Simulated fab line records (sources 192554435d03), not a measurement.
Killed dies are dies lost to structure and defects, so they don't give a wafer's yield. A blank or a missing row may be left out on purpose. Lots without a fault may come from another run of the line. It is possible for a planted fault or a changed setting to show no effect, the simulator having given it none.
fab line records + flow n5-finfet + part 2 of 2: steps 21 to 33 of 33
record:
- lots: 5
- wafers: 15
- last-day: 16
route steps=1938 shown BEOL_M4@1026
lots with no fault: from the same line, run without faults
start-h: the number of hours between the record's first day and the start of the first shown wafer of the lot + wait-h: hours elapsed since this lot's preceding step + " the same as in the row above + L1.1+2: a single row standing in for several wafers + - value missing, or start not given + * or withheld: withheld + < > ~ a bound
route shown NAME@n: NAME is a module with steps in the file, n the number in the route of the first one + usual: mean/standard deviation taken from wafers without a fault + same: alike in all rows + chamber/n: place in a boat + sites: the reading at each site + _std_site: the standard deviation of these + _edge_site: inner sites' mean taken away from outer sites' mean + radius-mm: how far each site lies from the wafer's centre + mask NAME#n: copy n + behind: the tool/chamber that last shaped the wafer + hold: what put the lot on hold/how long, in hours/how the hold closed + device: the n, p or np transistor that did not switch + end of line: at the end of the route, the tests of the same wafers + a step given without rows: its recipe and nothing more + killed: not the wafer's yield, but the dies lost to structure and defects at the first sort + map: shows each die of a wafer: x if killed, . if not, _ if none is there
set.NAME: setting as actually run; set.NAME@STEP: the setting as run at that earlier step + model.NAME: the simulator's own value behind a step, which no gauge read
lots at some steps of the route; a table a step, a row a wafer
services: from which hour (start-h, from the record's first day; less than 0 if before it) a tool's chamber was out of use, for how many hours, and why
== steps ==
step: N5_BEOL_M4_CD_MEAS_18
recipe:
- pitch-nm: 36
- target-cd-nm: 18
usual:
- cd-nm: 18.05/0.3
| lot.wafer | tool      | chamber | start-h | wait-h | cd-nm |
|-----------|-----------|---------|---------|--------|-------|
| L081.4    | cd-sem-02 | -       | 203.60  | 0.1    | 17.61 |
| L081.5    | "         | -       | "       | "      | 18.07 |
| L081.6    | "         | -       | "       | "      | 17.74 |
| L082.2    | cd-sem-01 | -       | 213.40  | 0.1    | 18.00 |
| L082.4    | "         | -       | "       | "      | 18.05 |
| L082.6    | "         | -       | "       | "      | 18.32 |
| L087.2    | cd-sem-02 | -       | 243.07  | 0.1    | 18.13 |
| L087.3    | "         | -       | "       | "      | 18.24 |
| L087.6    | "         | -       | "       | "      | 18.43 |
| L089.3    | cd-sem-02 | -       | 248.11  | 0.1    | 18.43 |
| L089.5    | "         | -       | "       | "      | 17.96 |
| L089.6    | "         | -       | "       | "      | 17.76 |
| L095.4    | cd-sem-02 | -       | 280.03  | 0.1    | 18.19 |
| L095.5    | "         | -       | "       | "      | 18.29 |
| L095.6    | "         | -       | "       | "      | 18.40 |
step: N5_BEOL_M4_COAT_67
recipe:
- resist: SOC
- temp-c: 250
- time-s: 60
- spin-rpm: 1500
- resist-thk-nm: 60
usual:
- spin-speed-rpm: 1499.9/1.1
| lot.wafer | tool           | chamber | start-h | wait-h | spin-speed-rpm |
|-----------|----------------|---------|---------|--------|----------------|
| L081.4    | litho-track-02 | 0       | 203.63  | 0.0    | 1499.0         |
| L081.5    | "              | 0       | "       | "      | 1499.6         |
| L081.6    | "              | 0       | "       | "      | 1500.6         |
| L082.2    | litho-track-03 | 0       | 213.43  | 0.0    | 1499.1         |
| L082.4    | "              | 0       | "       | "      | 1500.0         |
| L082.6    | "              | 0       | "       | "      | 1500.0         |
| L087.2    | litho-track-03 | 0       | 243.11  | 0.0    | 1499.4         |
| L087.3    | "              | 0       | "       | "      | 1498.8         |
| L087.6    | "              | 0       | "       | "      | 1501.2         |
| L089.3    | litho-track-04 | 0       | 248.15  | 0.0    | 1499.9         |
| L089.5    | "              | 0       | "       | "      | 1501.4         |
| L089.6    | "              | 0       | "       | "      | 1499.9         |
| L095.4    | litho-track-02 | 0       | 280.06  | 0.0    | 1498.4         |
| L095.5    | "              | 0       | "       | "      | 1500.3         |
| L095.6    | "              | 0       | "       | "      | 1500.6         |
step: N5_BEOL_M4_COAT_68
recipe:
- resist: SiARC
- temp-c: 220
- time-s: 60
- spin-rpm: 1500
- resist-thk-nm: 12
usual:
- spin-speed-rpm: 1500.1/1.1
| lot.wafer | tool           | chamber | start-h | wait-h | spin-speed-rpm |
|-----------|----------------|---------|---------|--------|----------------|
| L081.4    | litho-track-02 | 0       | -       | -      | 1499.2         |
| L081.5    | "              | 0       | "       | "      | 1500.6         |
| L081.6    | "              | 0       | "       | "      | 1500.9         |
| L082.2    | litho-track-03 | 0       | -       | -      | 1500.6         |
| L082.4    | "              | 0       | "       | "      | 1498.4         |
| L082.6    | "              | 0       | "       | "      | 1501.0         |
| L087.2    | litho-track-03 | 0       | -       | -      | 1500.0         |
| L087.3    | "              | 0       | "       | "      | 1499.4         |
| L087.6    | "              | 0       | "       | "      | 1499.4         |
| L089.3    | litho-track-04 | 0       | -       | -      | 1503.3         |
| L089.5    | "              | 0       | "       | "      | 1500.6         |
| L089.6    | "              | 0       | "       | "      | 1501.2         |
| L095.4    | litho-track-02 | 0       | -       | -      | 1499.3         |
| L095.5    | "              | 0       | "       | "      | 1501.5         |
| L095.6    | "              | 0       | "       | "      | 1500.4         |
step: N5_BEOL_M4_COAT_76
recipe:
- resist: underlayer
- temp-c: 205
- time-s: 60
- spin-rpm: 1500
- resist-thk-nm: 5
usual:
- spin-speed-rpm: 1500.1/1.1
| lot.wafer | tool           | chamber | start-h | wait-h | spin-speed-rpm |
|-----------|----------------|---------|---------|--------|----------------|
| L081.4    | litho-track-02 | 0       | -       | -      | 1500.6         |
| L081.5    | "              | 0       | "       | "      | 1500.9         |
| L081.6    | "              | 0       | "       | "      | 1499.6         |
| L082.2    | litho-track-03 | 0       | -       | -      | 1501.6         |
| L082.4    | "              | 0       | "       | "      | 1499.2         |
| L082.6    | "              | 0       | "       | "      | 1499.5         |
| L087.2    | litho-track-03 | 0       | -       | -      | 1498.8         |
| L087.3    | "              | 0       | "       | "      | 1499.1         |
| L087.6    | "              | 0       | "       | "      | 1500.9         |
| L089.3    | litho-track-04 | 0       | -       | -      | 1498.0         |
| L089.5    | "              | 0       | "       | "      | 1501.0         |
| L089.6    | "              | 0       | "       | "      | 1501.5         |
| L095.4    | litho-track-02 | 0       | -       | -      | 1500.8         |
| L095.5    | "              | 0       | "       | "      | 1500.7         |
| L095.6    | "              | 0       | "       | "      | 1500.6         |
step: N5_BEOL_M4_COAT_22
recipe:
- resist: CAR-EUV
- spin-rpm: 1500
- resist-thk-nm: 30
usual:
- spin-speed-rpm: 1500.1/1.1
| lot.wafer | tool           | chamber | start-h | wait-h | spin-speed-rpm |
|-----------|----------------|---------|---------|--------|----------------|
| L081.4    | litho-track-02 | 0       | -       | -      | 1500.9         |
| L081.5    | "              | 0       | "       | "      | 1498.9         |
| L081.6    | "              | 0       | "       | "      | 1499.9         |
| L082.2    | litho-track-03 | 0       | -       | -      | 1500.0         |
| L082.4    | "              | 0       | "       | "      | 1499.8         |
| L082.6    | "              | 0       | "       | "      | 1500.5         |
| L087.2    | litho-track-03 | 0       | -       | -      | 1499.5         |
| L087.3    | "              | 0       | "       | "      | 1498.5         |
| L087.6    | "              | 0       | "       | "      | 1500.3         |
| L089.3    | litho-track-04 | 0       | -       | -      | 1499.2         |
| L089.5    | "              | 0       | "       | "      | 1499.1         |
| L089.6    | "              | 0       | "       | "      | 1499.7         |
| L095.4    | litho-track-02 | 0       | -       | -      | 1500.9         |
| L095.5    | "              | 0       | "       | "      | 1500.4         |
| L095.6    | "              | 0       | "       | "      | 1500.3         |
step: N5_BEOL_M4_EBR_24
recipe:
- solvent: PGMEA
- ebr-width-mm: 1.5
same:
- ebr-width-mm: 1.5
| lot.wafer  | tool           | chamber | start-h | wait-h |
|------------|----------------|---------|---------|--------|
| L081.4+5+6 | litho-track-02 | 0       | -       | -      |
| L082.2+4+6 | litho-track-03 | 0       | -       | -      |
| L087.2+3+6 | litho-track-03 | 0       | -       | -      |
| L089.3+5+6 | litho-track-04 | 0       | -       | -      |
| L095.4+5+6 | litho-track-02 | 0       | -       | -      |
step: N5_BEOL_M4_SOFTBAKE_23
recipe:
- temp-c: 110
- time-s: 60
- resist: CAR-EUV
| lot.wafer  | tool           | chamber | start-h | wait-h |
|------------|----------------|---------|---------|--------|
| L081.4+5+6 | litho-track-02 | 0       | -       | -      |
| L082.2+4+6 | litho-track-03 | 0       | -       | -      |
| L087.2+3+6 | litho-track-03 | 0       | -       | -      |
| L089.3+5+6 | litho-track-04 | 0       | -       | -      |
| L095.4+5+6 | litho-track-02 | 0       | -       | -      |
step: N5_BEOL_M4_EXPOSE_25
recipe:
- mask-id: V3
- na: 0.33
- source-shape: quasar
- sigma-inner: 0.2
- sigma-outer: 0.8
- polarization: unpolarized
- defocus-nm: 5
- dose-mj: 63
same:
- na: 0.33
| lot.wafer  | tool           | chamber | start-h | wait-h | mask |
|------------|----------------|---------|---------|--------|------|
| L081.4+5+6 | euv-scanner-02 | 0       | 203.92  | -      | V3#0 |
| L082.2+4+6 | euv-scanner-02 | 0       | 213.70  | -      | V3#0 |
| L087.2+3+6 | euv-scanner-01 | 0       | 243.26  | -      | V3#0 |
| L089.3+5+6 | euv-scanner-02 | 0       | 248.30  | -      | V3#0 |
| L095.4+5+6 | euv-scanner-02 | 0       | 280.23  | -      | V3#0 |
step: N5_BEOL_M4_PEB_26
recipe:
- peb-temp-c: 100
- peb-time-s: 60
- resist: CAR-EUV
| lot.wafer  | tool           | chamber | start-h | wait-h |
|------------|----------------|---------|---------|--------|
| L081.4+5+6 | litho-track-02 | 0       | 203.98  | 0.0    |
| L082.2+4+6 | litho-track-04 | 0       | 213.77  | 0.1    |
| L087.2+3+6 | litho-track-03 | 0       | 243.33  | 0.1    |
| L089.3+5+6 | litho-track-02 | 0       | 248.37  | 0.1    |
| L095.4+5+6 | litho-track-03 | 0       | 280.28  | 0.0    |
step: N5_BEOL_M4_DEVELOP_27
recipe:
- develop-time-s: 30
- developer: TMAH
- resist: CAR-EUV
- rinse-liquid: surfactant-rinse
- dry: air-spin
- dev-temp-c: 23
same:
- develop-time-s: 30
| lot.wafer  | tool           | chamber | start-h | wait-h |
|------------|----------------|---------|---------|--------|
| L081.4+5+6 | litho-track-02 | 0       | -       | -      |
| L082.2+4+6 | litho-track-04 | 0       | -       | -      |
| L087.2+3+6 | litho-track-03 | 0       | -       | -      |
| L089.3+5+6 | litho-track-02 | 0       | -       | -      |
| L095.4+5+6 | litho-track-03 | 0       | -       | -      |
step: N5_BEOL_M4_CD_MEAS_28
recipe:
- target-cd-nm: 26.2
- landing-energy-ev: 500
- detector: se-inlens
- target-cd-y-nm: 24.1
- polarity: opening
usual:
- cd-nm: 26.17/0.23
| lot.wafer | tool      | chamber | start-h | wait-h | cd-nm |
|-----------|-----------|---------|---------|--------|-------|
| L081.4    | cd-sem-03 | 0       | 204.04  | -      | 26.30 |
| L081.5    | "         | 0       | "       | "      | 26.14 |
| L081.6    | "         | 0       | "       | "      | 26.02 |
| L082.2    | cd-sem-02 | 0       | 213.84  | -      | 26.44 |
| L082.4    | "         | 0       | "       | "      | 26.04 |
| L082.6    | "         | 0       | "       | "      | 26.12 |
| L087.2    | cd-sem-02 | 0       | 243.39  | -      | 26.17 |
| L087.3    | "         | 0       | "       | "      | 26.03 |
| L087.6    | "         | 0       | "       | "      | 26.56 |
| L089.3    | cd-sem-03 | 0       | 248.43  | -      | 26.18 |
| L089.5    | "         | 0       | "       | "      | 26.11 |
| L089.6    | "         | 0       | "       | "      | 26.08 |
| L095.4    | cd-sem-01 | 0       | 280.35  | -      | 26.12 |
| L095.5    | "         | 0       | "       | "      | 26.66 |
| L095.6    | "         | 0       | "       | "      | 26.19 |
step: N5_BEOL_M4_OVL_MEAS_29
recipe:
- points-per-wafer: 522
usual:
- V3_OVL: -0.1/0.59
| lot.wafer | tool       | chamber | start-h | wait-h | V3_OVL[nm] |
|-----------|------------|---------|---------|--------|------------|
| L081.4    | overlay-02 | 0       | 204.09  | 0.0    | -0.1       |
| L081.5    | "          | 0       | "       | "      | -0.2       |
| L081.6    | "          | 0       | "       | "      | 0.5        |
| L082.2    | overlay-02 | 0       | 213.88  | 0.0    | 1.0        |
| L082.4    | "          | 0       | "       | "      | 1.1        |
| L082.6    | "          | 0       | "       | "      | 0.3        |
| L087.2    | overlay-01 | 0       | 243.43  | 0.0    | -0.4       |
| L087.3    | "          | 0       | "       | "      | -0.8       |
| L087.6    | "          | 0       | "       | "      | -0.9       |
| L089.3    | overlay-01 | 0       | 248.47  | 0.0    | -0.3       |
| L089.5    | "          | 0       | "       | "      | 0.2        |
| L089.6    | "          | 0       | "       | "      | 1.0        |
| L095.4    | overlay-01 | 0       | 280.39  | 0.0    | 0.2        |
| L095.5    | "          | 0       | "       | "      | -1.0       |
| L095.6    | "          | 0       | "       | "      | 0.1        |
step: N5_BEOL_M4_INSPECT_30
recipe:
- mode: adi
- inspect-instrument: brightfield
usual:
- raw-defect-count: 433/92
| lot.wafer | tool              | chamber | start-h | wait-h | raw-defect-count |
|-----------|-------------------|---------|---------|--------|------------------|
| L081.4    | defect-inspect-02 | -       | 204.13  | 0.0    | 530              |
| L081.5    | "                 | -       | "       | "      | 293              |
| L081.6    | "                 | -       | "       | "      | 310              |
| L082.2    | defect-inspect-01 | -       | 213.93  | 0.0    | 346              |
| L082.4    | "                 | -       | "       | "      | 317              |
| L082.6    | "                 | -       | "       | "      | 448              |
| L087.2    | defect-inspect-01 | -       | 243.48  | 0.0    | 396              |
| L087.3    | "                 | -       | "       | "      | 497              |
| L087.6    | "                 | -       | "       | "      | 466              |
| L089.3    | defect-inspect-01 | -       | 248.52  | 0.0    | 486              |
| L089.5    | "                 | -       | "       | "      | 438              |
| L089.6    | "                 | -       | "       | "      | 653              |
| L095.4    | defect-inspect-02 | -       | 280.44  | 0.0    | 481              |
| L095.5    | "                 | -       | "       | "      | 502              |
| L095.6    | "                 | -       | "       | "      | 627              |
== services ==
| tool           | chamber | start-h | hours | kind                          |
|----------------|---------|---------|-------|-------------------------------|
| rie-diel-01    | 2       | 185.30  | 17.7  | repair                        |
| rie-diel-02    | 1       | 195.81  | 5.5   | repair                        |
| rie-diel-02    | 3       | 198.03  | 6.0   | repair                        |
| rie-metal-02   | 1       | 203.98  | 7.3   | repair                        |
| euv-scanner-02 | 0       | 211.18  | -     | calibration                   |
| euv-scanner-01 | -       | 217.10  | 1.0   | pm                            |
| euv-scanner-02 | -       | 229.23  | 1.0   | pm                            |
| rie-diel-01    | 2       | 231.57  | -     | clean                         |
| rie-diel-01    | 2       | 231.57  | -     | consumable-replace:focus-ring |
| rie-diel-01    | 2       | 231.57  | 32.8  | scheduled-down                |
| rie-diel-01    | 2       | 231.57  | 32.8  | vent-cycle                    |
| rie-diel-02    | -       | 241.53  | 15.6  | pm                            |
| euv-scanner-01 | -       | 246.19  | 1.1   | repair                        |
| euv-scanner-01 | -       | 249.21  | 4.6   | pm                            |
| euv-scanner-02 | -       | 253.81  | 4.6   | pm                            |
| euv-scanner-02 | -       | 265.88  | 0.3   | repair                        |
| rie-diel-06    | 1       | 266.28  | 23.2  | repair                        |
| euv-scanner-01 | -       | 273.25  | 1.0   | pm                            |
| rie-diel-02    | 1       | 277.02  | -     | clean                         |
| rie-diel-02    | 1       | 277.02  | -     | consumable-replace:focus-ring |
| rie-diel-02    | 1       | 277.02  | 15.9  | scheduled-down                |
| rie-diel-02    | 1       | 277.02  | 15.9  | vent-cycle                    |
| rie-metal-03   | -       | 279.19  | 0.3   | repair                        |
